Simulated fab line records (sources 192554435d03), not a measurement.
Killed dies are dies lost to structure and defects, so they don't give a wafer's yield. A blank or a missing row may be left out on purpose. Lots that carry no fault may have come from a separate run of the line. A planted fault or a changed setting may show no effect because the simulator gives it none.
fab line records	flow n5Finfet
record: lots: 4	wafers: 12	lastDay: 16
route steps=1938 shown BEOL_M4@1099 BEOL_M5@1112 BEOL_M9@1464 PASSIVATION@1936
lots with no fault: from the same line, run without faults
startH: the number of hours between the record's first day and the start of the first shown wafer of the lot	waitH: how many hours have passed since the lot's step before this one	" identical to the entry in the row above	L1.1+2: a row that stands for several wafers	- no value present, or no start provided	* or withheld: withheld	< > ~ a bound
route shown NAME@n: NAME is a module with steps in the file, n the number in the route of the first one	usual: mean and standard deviation over wafers with no fault	same: alike in all rows	chamber/n: place in a boat	sites: each site's reading	_std_site: the standard deviation of these	_edge_site: mean of outer sites minus mean of inner sites	radiusMm: for every site, how far away it sits from the centre of the wafer	mask NAME#n: copy n	behind: the most recent tool/chamber to have shaped the wafer	hold: the reason the lot was held/the length of the hold in hours/how it ended	device: whichever transistor did not switch (one of n, p or np)	end of line: tests run on the same wafers once the route is complete	where a step has no rows: the recipe by itself	killed: at the first sort, the dies lost to defects and structure; wafer yield is something else	map: the dies of a wafer, with x for killed, . for not killed, _ for no die there
set.NAME: the setting that was run; set.NAME@STEP: the one run at that earlier step	model.NAME: the simulator's own value behind a step, which no gauge read
lots at some steps of the route; a table a step, a row a wafer
services: from which hour (startH, from the record's first day; less than 0 if before it) a tool's chamber was out of use, for how many hours, and why
== steps ==
step: N5_BEOL_M4_ANNEAL_95
recipe: tempC: 400	timeS: 240	ambient: vacuum
step: N5_BEOL_M4_SPUTTER_96
recipe: material: Cu	targetThkA: 45	tempC: -20	chamberPressurePa: 0.07	powerW: withheld	timeS: 8.29
step: N5_BEOL_M4_ECD_50
recipe: material: Cu	targetThkA: 3000
step: N5_BEOL_M4_ANNEAL_51
recipe: tempC: 225	timeS: 90	ambient: N2
step: N5_BEOL_M4_CMP_52
recipe: stopOn: SiOC	tOverpolishS: 6.8	downForcePsi: 1	platenRpm: 50	clearingPlatenDownForcePsi: 1.5	clearingPlatenRpm: 50	postCmpClean: cuAlkaline	targetThkNm: 40	clearingPlatenPadVelocityMS: 0.99484	padVelocityMS: 0.99484
step: N5_BEOL_M4_PRE_CLEAN_60
recipe: gas: NH3/H2	timeS: 15	tempC: *	rfPowerW: 300
step: N5_BEOL_M4_CO_CAP_55
recipe: material: Co	targetThkA: 20	tempC: 200	precursor: CCTBA/H2	pressureTorr: 30	timeS: 102.1
step: N5_BEOL_M4_PRE_CLEAN_56
recipe: gas: NH3	timeS: 15	tempC: withheld	rfPowerW: 300
step: N5_BEOL_M4_DEP_57
recipe: material: SiCN	targetThkA: 80	tempC: withheld	precursor: 3MS/NH3	pressureTorr: 3	rfW: 202	timeS: 14
step: N5_BEOL_M4_RC_MEAS_101
usual: DIBL_N: 36.5/1.8	DIBL_P: 36.5/2.1	IOFF_N: 0.17/0.031	IOFF_P: 0.22/0.036	ION_N: 677/11	ION_P: 463/8	SS_N: 71.6/0.61	SS_P: 73.3/0.63	VT_N: 249/3.1	VT_P: -250/3.3
lot.wafer	tool	chamber	startH	waitH	DIBL_N[mV/V]	DIBL_P[mV/V]	IOFF_N[nA/um]	IOFF_P[nA/um]	ION_N[uA/um]	ION_P[uA/um]	SS_N[mV/dec]	SS_P[mV/dec]	VT_N[mV]	VT_P[mV]
L195.3	prober-01	0	176.51	0.3	39.0	39.2	0.22	0.24	690	465	72.4	74.2	241	-251
L195.4	"	0	"	"	38.3	38.6	0.21	0.24	687	470	71.9	74.9	243	-251
L195.5	"	0	"	"	38.2	38.3	0.21	0.22	696	466	71.7	73.3	243	-250
L206.2	prober-01	0	243.56	0.2	34.8	32.6	0.13	0.19	643	445	71.8	71.8	253	-253
L206.3	"	0	"	"	37.3	36.7	0.19	0.25	686	467	72.4	73.6	246	-248
L206.6	"	0	"	"	36.0	34.3	0.15	0.21	669	458	71.9	73.1	251	-251
L211.2	prober-01	0	274.33	0.2	38.6	37.9	0.22	0.26	702	480	71.5	73.9	243	-246
L211.4	"	0	"	"	38.3	36.5	0.21	0.24	681	455	72.2	73.4	244	-246
L211.5	"	0	"	"	38.3	37.3	0.22	0.25	700	475	71.7	74.0	244	-247
L213.3	prober-02	0	274.69	0.3	35.1	35.4	0.16	0.24	679	476	71.7	71.9	248	-245
L213.4	"	0	"	"	36.8	37.8	0.19	0.28	698	484	71.9	73.7	244	-242
L213.6	"	0	"	"	38.2	40.1	0.24	0.35	709	494	72.1	73.6	243	-240
step: N5_BEOL_M5_ILD_DEP_00
recipe: material: SiCOH_lowk	targetThkA: 1406.4	tempC: 300	precursor: DEMS/porogen	pressureTorr: 5	rfW: 500	timeS: 25.9
step: N5_BEOL_M5_CURE_79
recipe: tempC: 385	timeS: 240	ambient: He/Ar	material: SiCOH_lowk
step: N5_BEOL_M5_PECVD_70
recipe: material: SiO2	targetThkA: 160	tempC: 400	precursor: TEOS/O2	pressureTorr: 5.5	rfW: 450	teosFlowSccm: 53.8	gas: O2	flowSccm: 3000	timeS: 18
step: N5_BEOL_M5_HM_DEP_02
recipe: material: TiN	targetThkA: 200	tempC: 25	chamberPressurePa: 0.49996
step: N5_BEOL_M5_COAT_59
recipe: resist: SOC	tempC: 250	timeS: 60	spinRpm: 1500	resistThkNm: 60
step: N5_BEOL_M5_COAT_60
recipe: resist: SiARC	tempC: 220	timeS: 60	spinRpm: 1500	resistThkNm: 12
step: N5_BEOL_M5_COAT_71
recipe: resist: underlayer	tempC: 205	timeS: 60	spinRpm: 1500	resistThkNm: 5
step: N5_BEOL_M5_COAT_05
recipe: resist: CAR-EUV	spinRpm: 1500	resistThkNm: 30
step: N5_BEOL_M5_EBR_07
recipe: solvent: PGMEA	ebrWidthMm: 1.5
step: N5_BEOL_M5_SOFTBAKE_06
recipe: tempC: 110	timeS: 60	resist: CAR-EUV
step: N5_BEOL_M5_EXPOSE_08
recipe: maskId: M5	na: 0.33	sourceShape: annular	sigmaInner: 0.4	sigmaOuter: 0.8	polarization: unpolarized	targetCdNm: 28	doseMj: 35.75
step: N5_BEOL_M5_PEB_09
recipe: pebTempC: 100	pebTimeS: 60	resist: CAR-EUV
step: N5_BEOL_M5_DEVELOP_10
recipe: developTimeS: 30	developer: TMAH	resist: CAR-EUV	rinseLiquid: surfactantRinse	dry: airSpin	devTempC: 23
step: N5_BEOL_M5_DESCUM_16
recipe: chemistry: O2	timeS: 7	sourcePowerW: 50	biasPowerW: 20	pressureMtorr: 20	rfFrequencyHz: 2.712e+07	tempC: 40	resist: CAR-EUV	o2FlowSccm: 225
step: N5_BEOL_M5_ETCH_72
recipe: chemistry: N2/H2	target: underlayer	targetDepthA: 65	maskMaterial: CAR-EUV	timeS: 5.2	ionEnergyEv: 200	pressureMtorr: 30	sourceW: 840	biasW: 150	n2FlowSccm: 200	h2FlowSccm: 200	ends: cleared
step: N5_BEOL_M5_ETCH_61
recipe: chemistry: CF4	target: SiARC	targetDepthA: 156	maskMaterial: CAR-EUV	timeS: 26	ionEnergyEv: 80	pressureMtorr: 40	sourceW: 545	biasW: 36	Ar_flow_sccm: 100	cf4FlowSccm: 100	ends: cleared
step: N5_BEOL_M5_ETCH_62
recipe: chemistry: N2/H2	target: SOC	targetDepthA: 750	overetchA: 150	maskMaterial: SiARC	tempC: 40	timeS: 112.5	ionEnergyEv: 200	pressureMtorr: 30	sourceW: 840	biasW: 150	n2FlowSccm: 200	h2FlowSccm: 200
step: N5_BEOL_M5_STRIP_63
recipe: chemistry: N2/H2	tempC: 40	n2FlowSccm: 200	h2FlowSccm: 200	rfFrequencyHz: 6e+07
step: N5_BEOL_M5_STRIP_73
recipe: chemistry: N2/H2	tempC: 40	n2FlowSccm: 200	h2FlowSccm: 200	rfFrequencyHz: 6e+07
step: N5_BEOL_M5_STRIP_64
recipe: chemistry: CF4	resist: SiARC	powerW: 300	biasPowerW: 75	pressureMtorr: 50	cf4FlowSccm: 150	rfFrequencyHz: 6e+07
step: N5_BEOL_M5_HM_OPEN_17
recipe: chemistry: Cl2/BCl3	targetDepthA: 200	overetchA: 60	target: TiN	maskMaterial: SOC	ionEnergyEv: 150	pressureMtorr: 10	icpW: 1000	biasW: 126	Cl2_flow_sccm: 53.25	bcl3FlowSccm: 21.75	Ar_flow_sccm: 25
step: N5_BEOL_M5_STRIP_19
recipe: chemistry: O2	powerW: 400	tempC: 40	pressureMtorr: 30	rfFrequencyHz: 6e+07	biasPowerW: 0	overashFraction: 0.2	o2FlowSccm: 225
step: N5_BEOL_M5_COAT_65
recipe: resist: SOC	tempC: 250	timeS: 60	spinRpm: 1500	resistThkNm: 60
step: N5_BEOL_M5_COAT_66
recipe: resist: SiARC	tempC: 220	timeS: 60	spinRpm: 1500	resistThkNm: 12
step: N5_BEOL_M9_CMP_52
recipe: stopOn: SiCOH_lowk	tOverpolishS: 7	downForcePsi: 1	platenRpm: 50	clearingPlatenDownForcePsi: 1.5	clearingPlatenRpm: 50	postCmpClean: cuAlkaline	targetThkNm: 140	clearingPlatenPadVelocityMS: 0.99484	padVelocityMS: 0.99484
usual: barrierFieldEndpointS: 29.1/0.87	motorCurrentA: 5.7/0.61	overpolishRunS: 6.999/0.0093	timeToEndpointS: 67/4.2
same: tOverpolishS: 7
lot.wafer	tool	chamber	startH	waitH	barrierFieldEndpointS	motorCurrentA	overpolishRunS	timeToEndpointS
L195.4	cmp-04	2	225.29	0.2	29.4	4.9	6.992	65
L195.3	"	0	"	"	29.0	5.1	7.004	66
L195.5	"	1	"	"	28.6	5.5	6.992	62
L206.3	cmp-04	1	292.10	0.2	47.0	5.4	0.035	87
L206.2	"	0	"	"	27.8	5.1	6.992	64
L206.6	"	2	"	"	29.1	4.7	6.988	66
L213.3	cmp-03	1	319.09	0.2	30.4	6.0	7.007	74
L213.4	"	2	"	"	28.9	5.9	7.008	69
L213.6	"	2	"	"	29.2	5.9	6.996	65
L211.2	cmp-04	1	319.99	0.2	47.0	5.2	0.047	85
L211.4	"	3	"	"	28.9	6.3	6.995	66
L211.5	"	1	"	"	47.0	5.1	0.036	85
step: N5_BEOL_M9_THK_MEAS_53
recipe: thkMeasGauge: xrf	reads: Cu_of_BEOL_M9_ECD_50
usual: M9_THK: 142/3.2
lot.wafer	tool	chamber	startH	waitH	M9_THK[nm]
L195.3	filmMetro-01	-	225.55	-	143
L195.4	"	-	"	"	142
L195.5	"	-	"	"	143
L206.2	filmMetro-02	-	292.40	-	141
L206.3	"	-	"	"	248
L206.6	"	-	"	"	140
L213.3	filmMetro-02	-	319.39	-	140
L213.4	"	-	"	"	144
L213.6	"	-	"	"	135
L211.2	filmMetro-01	-	320.29	-	262
L211.4	"	-	"	"	145
L211.5	"	-	"	"	263
step: N5_BEOL_M9_INSPECT_58
recipe: inspectInstrument: darkfield	mode: postDep
usual: rawDefectCount: 77/24
lot.wafer	tool	chamber	startH	waitH	rawDefectCount
L195.3	defectInspect-02	-	225.71	0.0	85
L195.4	"	-	"	"	53
L195.5	"	-	"	"	45
L206.2	defectInspect-02	-	292.56	0.0	74
L206.3	"	-	"	"	4324
L206.6	"	-	"	"	72
L213.3	defectInspect-02	-	319.55	0.0	129
L213.4	"	-	"	"	163
L213.6	"	-	"	"	131
L211.2	defectInspect-01	-	320.45	0.0	4330
L211.4	"	-	"	"	74
L211.5	"	-	"	"	4260
step: N5_PASSIVATION_PROBE_49
usual: defectLimitedYield: 91.4/1.5	killed_at_M0_to_M3: 35/11	killed_at_M4_up: 16/7	killedAtContacts: 11/5.3	killedAtFrontEnd: 37/11	killedAtOther: 3.1/2.8	killedDies: 102/18	killedOnRim: 13/3.7	killedOpen: 69/15	killedShort: 31/7.8	sort_bin_5_function: 5.1/1.1	sort_bin_6_memory: 3.2/0.69	sort_bin_8_speed: 0.00/0.016	sortNPass: 1078/18	sortYieldPct: 91.4/1.5
same: grossDies: 1180	killedAtBackSide: 0	sort_bin_4_leakage[%]: 0
lot.wafer	tool	chamber	startH	waitH	defectLimitedYield[%]	killed_at_M0_to_M3	killed_at_M4_up	killedAtContacts	killedAtFrontEnd	killedAtOther	killedDies	killedOnRim	killedOpen	killedShort	sort_bin_5_function[%]	sort_bin_6_memory[%]	sort_bin_8_speed[%]	sortNPass	sortYieldPct[%]
L195.3	prober-01	-	277.07	0.1	92.7	36	11	10	23	6	86	11	51	28	4.0	3.1	0	1094	92.7
L195.4	prober-01	-	277.12	0.2	93.2	28	13	9	28	2	80	12	49	29	3.6	2.8	0	1100	93.2
L195.5	prober-01	-	277.17	0.2	94.7	24	12	6	18	2	62	8	49	13	3.1	1.8	0	1118	94.7
L206.2	prober-02	-	352.69	0.1	91.0	42	11	13	37	3	106	14	84	22	5.5	3.4	0.17	1072	90.8
L206.3	prober-02	-	352.74	0.1	0	51	1062	11	54	2	1180	152	100	27	6.3	4.4	0	0	0
L206.6	prober-02	-	352.89	0.3	89.8	45	17	9	47	2	120	18	79	34	6.4	3.5	0	1060	89.8
L213.3	prober-02	-	382.52	0.1	91.2	34	7	20	43	0	104	14	73	30	5.7	3.1	0	1076	91.2
L213.4	prober-02	-	382.57	0.2	89.7	36	27	19	40	0	122	11	85	34	5.3	4.5	0	1058	89.7
L213.6	prober-02	-	382.67	0.3	90.5	34	27	10	41	0	112	19	88	17	5.4	3.6	0	1068	90.5
L211.2	prober-02	-	383.24	0.1	0	45	1076	8	51	0	1180	152	72	38	5.3	3.6	0	0	0
L211.4	prober-02	-	383.34	0.2	90.1	42	20	3	42	10	117	12	82	32	5.7	4.2	0	1063	90.1
L211.5	prober-02	-	383.39	0.2	0	37	1102	4	36	1	1180	152	73	20	4.2	3.6	0	0	0
killed by level:class
L195.3 BEOL_M2:geometricParticle:open=10 MOL_CONTACT_COAG:geometricParticle:open=7 BEOL_M0_SAQP:geometricParticle:short=6 BEOL_M0_SAQP:geometricParticle:open=6 BEOL_M3:geometricParticle:open=6 DUMMY_GATE:geometricParticle:open=5 FIN_SAQP:geometricParticle:short=4 BEOL_M4:geometricParticle:open=4
L195.4 BEOL_M0_SAQP:geometricParticle:short=7 MOL_CONTACT_COAG:geometricParticle:open=6 BEOL_M4:geometricParticle:open=6 ILD0:geometricParticle:open=5 BEOL_M0_SAQP:geometricParticle:open=5 BEOL_M1:geometricParticle:open=5 BEOL_M2:geometricParticle:open=5 ILD0:geometricParticle:short=4
L195.5 BEOL_M1:geometricParticle:open=8 MOL_CONTACT_COAG:geometricParticle:open=6 BEOL_M0_SAQP:geometricParticle:open=6 BEOL_M2:geometricParticle:open=6 FIN_SAQP:geometricParticle:open=4 DUMMY_GATE:geometricParticle:open=4 BEOL_M4:geometricParticle:open=4 FIN_SAQP:geometricParticle:short=3
L206.2 MOL_CONTACT_COAG:geometricParticle:open=13 BEOL_M2:geometricParticle:open=12 STI_FIN_REVEAL:geometricParticle:open=11 BEOL_M1:geometricParticle:open=10 BEOL_M3:geometricParticle:open=6 FIN_SAQP:geometricParticle:short=5 BEOL_M0_SAQP:geometricParticle:open=5 FIN_SAQP:geometricParticle:open=4
L206.3 BEOL_M9:areaCmp=1053 BEOL_M3:geometricParticle:open=21 STI_FIN_REVEAL:geometricParticle:open=12 BEOL_M0_SAQP:geometricParticle:open=10 MOL_CONTACT_COAG:geometricParticle:open=10 DUMMY_GATE:geometricParticle:open=9 FIN_SAQP:geometricParticle:short=8 BEOL_M2:geometricParticle:open=7
L206.6 STI_FIN_REVEAL:geometricParticle:open=17 BEOL_M3:geometricParticle:open=13 BEOL_M2:geometricParticle:open=11 MOL_CONTACT_COAG:geometricParticle:open=7 BEOL_M0_SAQP:geometricParticle:short=7 BEOL_M4:geometricParticle:open=6 STI_FIN_REVEAL:geometricParticle:short=5 ILD0:geometricParticle:open=5
L213.3 MOL_CONTACT_COAG:geometricParticle:open=18 STI_FIN_REVEAL:geometricParticle:open=15 BEOL_M0_SAQP:geometricParticle:short=10 BEOL_M3:geometricParticle:open=10 BEOL_M1:geometricParticle:open=7 STI_FIN_REVEAL:geometricParticle:short=4 ILD0:geometricParticle:short=4 GATE_CUT:geometricParticle:open=4
L213.4 BEOL_M4:geometricParticle:open=17 MOL_CONTACT_COAG:geometricParticle:open=15 STI_FIN_REVEAL:geometricParticle:open=13 BEOL_M2:geometricParticle:open=8 BEOL_M3:geometricParticle:open=6 BEOL_M0_SAQP:geometricParticle:open=5 BEOL_M1:geometricParticle:open=5 FIN_SAQP:geometricParticle:open=4
L213.6 STI_FIN_REVEAL:geometricParticle:open=13 BEOL_M4:geometricParticle:open=13 MOL_CONTACT_COAG:geometricParticle:open=9 BEOL_M5:geometricParticle:open=8 DUMMY_GATE:geometricParticle:open=7 BEOL_M0_SAQP:geometricParticle:open=7 BEOL_M2:geometricParticle:open=7 BEOL_M1:geometricParticle:open=7
L211.2 BEOL_M9:areaCmp=1067 GATE_CUT:geometricParticle:short=13 BEOL_M1:geometricParticle:open=12 STI_FIN_REVEAL:geometricParticle:open=10 BEOL_M2:geometricParticle:open=10 DUMMY_GATE:geometricParticle:open=8 MOL_CONTACT_COAG:geometricParticle:open=8 BEOL_M3:geometricParticle:open=7
L211.4 BEOL_M3:geometricParticle:open=11 BEOL_M2:geometricParticle:open=9 BEOL_M4:geometricParticle:open=9 FIN_SAQP:geometricParticle:open=8 BEOL_M1:geometricParticle:open=6 FIN_SAQP:geometricParticle:short=5 STI_FIN_REVEAL:geometricParticle:open=5 ILD0:geometricParticle:open=4
L211.5 BEOL_M9:areaCmp=1086 BEOL_M1:geometricParticle:open=13 BEOL_M2:geometricParticle:open=10 FIN_SAQP:geometricParticle:open=7 BEOL_M4:geometricParticle:open=7 FIN_SAQP:geometricParticle:short=6 STI_FIN_REVEAL:geometricParticle:open=5 DUMMY_GATE:geometricParticle:open=5
map L206.3 (x killed, . not)
_________________xxxxxxxxxxxx________________
______________xxxxxxxxxxxxxxxxxx_____________
___________xxxxxxxxxxxxxxxxxxxxxxxx__________
__________xxxxxxxxxxxxxxxxxxxxxxxxxx_________
________xxxxxxxxxxxxxxxxxxxxxxxxxxxxxx_______
_______xxxxxxxxxxxxxxxxxxxxxxxxxxxxxxxx______
______xxxxxxxxxxxxxxxxxxxxxxxxxxxxxxxxxx_____
_____xxxxxxxxxxxxxxxxxxxxxxxxxxxxxxxxxxxx____
____xxxxxxxxxxxxxxxxxxxxxxxxxxxxxxxxxxxxxx___
___xxxxxxxxxxxxxxxxxxxxxxxxxxxxxxxxxxxxxxxx__
___xxxxxxxxxxxxxxxxxxxxxxxxxxxxxxxxxxxxxxxx__
__xxxxxxxxxxxxxxxxxxxxxxxxxxxxxxxxxxxxxxxxxx_
__xxxxxxxxxxxxxxxxxxxxxxxxxxxxxxxxxxxxxxxxxx_
_xxxxxxxxxxxxxxxxxxxxxxxxxxxxxxxxxxxxxxxxxxxx
_xxxxxxxxxxxxxxxxxxxxxxxxxxxxxxxxxxxxxxxxxxxx
_xxxxxxxxxxxxxxxxxxxxxxxxxxxxxxxxxxxxxxxxxxxx
_xxxxxxxxxxxxxxxxxxxxxxxxxxxxxxxxxxxxxxxxxxxx
_xxxxxxxxxxxxxxxxxxxxxxxxxxxxxxxxxxxxxxxxxxxx
_xxxxxxxxxxxxxxxxxxxxxxxxxxxxxxxxxxxxxxxxxxxx
_xxxxxxxxxxxxxxxxxxxxxxxxxxxxxxxxxxxxxxxxxxxx
_xxxxxxxxxxxxxxxxxxxxxxxxxxxxxxxxxxxxxxxxxxxx
__xxxxxxxxxxxxxxxxxxxxxxxxxxxxxxxxxxxxxxxxxx_
__xxxxxxxxxxxxxxxxxxxxxxxxxxxxxxxxxxxxxxxxxx_
___xxxxxxxxxxxxxxxxxxxxxxxxxxxxxxxxxxxxxxxx__
___xxxxxxxxxxxxxxxxxxxxxxxxxxxxxxxxxxxxxxxx__
____xxxxxxxxxxxxxxxxxxxxxxxxxxxxxxxxxxxxxx___
_____xxxxxxxxxxxxxxxxxxxxxxxxxxxxxxxxxxxx____
______xxxxxxxxxxxxxxxxxxxxxxxxxxxxxxxxxx_____
_______xxxxxxxxxxxxxxxxxxxxxxxxxxxxxxxx______
________xxxxxxxxxxxxxxxxxxxxxxxxxxxxxx_______
__________xxxxxxxxxxxxxxxxxxxxxxxxxx_________
___________xxxxxxxxxxxxxxxxxxxxxxxx__________
______________xxxxxxxxxxxxxxxxxx_____________
_________________xxxxxxxxxxxx________________
map L211.2 (x killed, . not)
_________________xxxxxxxxxxxx________________
______________xxxxxxxxxxxxxxxxxx_____________
___________xxxxxxxxxxxxxxxxxxxxxxxx__________
__________xxxxxxxxxxxxxxxxxxxxxxxxxx_________
________xxxxxxxxxxxxxxxxxxxxxxxxxxxxxx_______
_______xxxxxxxxxxxxxxxxxxxxxxxxxxxxxxxx______
______xxxxxxxxxxxxxxxxxxxxxxxxxxxxxxxxxx_____
_____xxxxxxxxxxxxxxxxxxxxxxxxxxxxxxxxxxxx____
____xxxxxxxxxxxxxxxxxxxxxxxxxxxxxxxxxxxxxx___
___xxxxxxxxxxxxxxxxxxxxxxxxxxxxxxxxxxxxxxxx__
___xxxxxxxxxxxxxxxxxxxxxxxxxxxxxxxxxxxxxxxx__
__xxxxxxxxxxxxxxxxxxxxxxxxxxxxxxxxxxxxxxxxxx_
__xxxxxxxxxxxxxxxxxxxxxxxxxxxxxxxxxxxxxxxxxx_
_xxxxxxxxxxxxxxxxxxxxxxxxxxxxxxxxxxxxxxxxxxxx
_xxxxxxxxxxxxxxxxxxxxxxxxxxxxxxxxxxxxxxxxxxxx
_xxxxxxxxxxxxxxxxxxxxxxxxxxxxxxxxxxxxxxxxxxxx
_xxxxxxxxxxxxxxxxxxxxxxxxxxxxxxxxxxxxxxxxxxxx
_xxxxxxxxxxxxxxxxxxxxxxxxxxxxxxxxxxxxxxxxxxxx
_xxxxxxxxxxxxxxxxxxxxxxxxxxxxxxxxxxxxxxxxxxxx
_xxxxxxxxxxxxxxxxxxxxxxxxxxxxxxxxxxxxxxxxxxxx
_xxxxxxxxxxxxxxxxxxxxxxxxxxxxxxxxxxxxxxxxxxxx
__xxxxxxxxxxxxxxxxxxxxxxxxxxxxxxxxxxxxxxxxxx_
__xxxxxxxxxxxxxxxxxxxxxxxxxxxxxxxxxxxxxxxxxx_
___xxxxxxxxxxxxxxxxxxxxxxxxxxxxxxxxxxxxxxxx__
___xxxxxxxxxxxxxxxxxxxxxxxxxxxxxxxxxxxxxxxx__
____xxxxxxxxxxxxxxxxxxxxxxxxxxxxxxxxxxxxxx___
_____xxxxxxxxxxxxxxxxxxxxxxxxxxxxxxxxxxxx____
______xxxxxxxxxxxxxxxxxxxxxxxxxxxxxxxxxx_____
_______xxxxxxxxxxxxxxxxxxxxxxxxxxxxxxxx______
________xxxxxxxxxxxxxxxxxxxxxxxxxxxxxx_______
__________xxxxxxxxxxxxxxxxxxxxxxxxxx_________
___________xxxxxxxxxxxxxxxxxxxxxxxx__________
______________xxxxxxxxxxxxxxxxxx_____________
_________________xxxxxxxxxxxx________________
== services ==
tool	chamber	startH	hours	kind
cmp-04	-	207.03	0.2	repair
cmp-03	-	227.02	1.6	repair
cmp-04	-	242.01	0.8	repair
cmp-04	-	243.86	0.6	repair
cmp-04	-	247.10	2.6	repair
cmp-04	-	260.68	1.5	repair
cmp-04	-	284.24	1.4	repair
cmp-04	-	286.17	0.3	repair
cmp-03	-	297.55	4.0	pm
cmp-03	-	301.55	-	consumableReplace:conditioner
cmp-03	-	301.55	-	consumableReplace:pad
cmp-04	-	301.55	3.6	pm
cmp-04	-	305.61	1.6	repair
cmp-03	-	316.37	1.2	repair
== key ==
firstSign: step: N5_BEOL_M9_CMP_52	reading: overpolishRunS	direction: down	sigmas: 99+	usual: 6.999	struck: 0.040
effect: step: N5_BEOL_M9_CMP_52	reading: barrierFieldEndpointS	direction: up	sigmas: 21	usual: 29.1	struck: 47.0
effect: step: N5_BEOL_M9_THK_MEAS_53	reading: M9_THK	direction: up	sigmas: 37	usual: 142	struck: 258
effect: step: N5_BEOL_M9_INSPECT_58	reading: rawDefectCount	direction: up	sigmas: 99+	usual: 77	struck: 4305
effect: step: N5_PASSIVATION_PROBE_49	reading: killed_at_M4_up	direction: up	sigmas: 99+	usual: 16	struck: 1080
moreKillsBornAt: N5_BEOL_M9_CMP_52@cmp-04: 3206
metAt N5_BEOL_M9_CMP_52
struckWafers L206.3,L211.2,L211.5
laterRowsLeftOut L206.3,L211.2,L211.5
onsetBetween 225.29 292.10
fault: kind: processParameterDrift	tool: cmp-04	chamber: 1	onsetH: 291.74	steps: N5_BEOL_M9_CMP_52	channel: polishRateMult	offset: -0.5	shape: step	endH: 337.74
laterRowsLeftOut: the simulator's readings of these wafers behind a module that went badly wrong aren't trusted and aren't shown, but for the sort
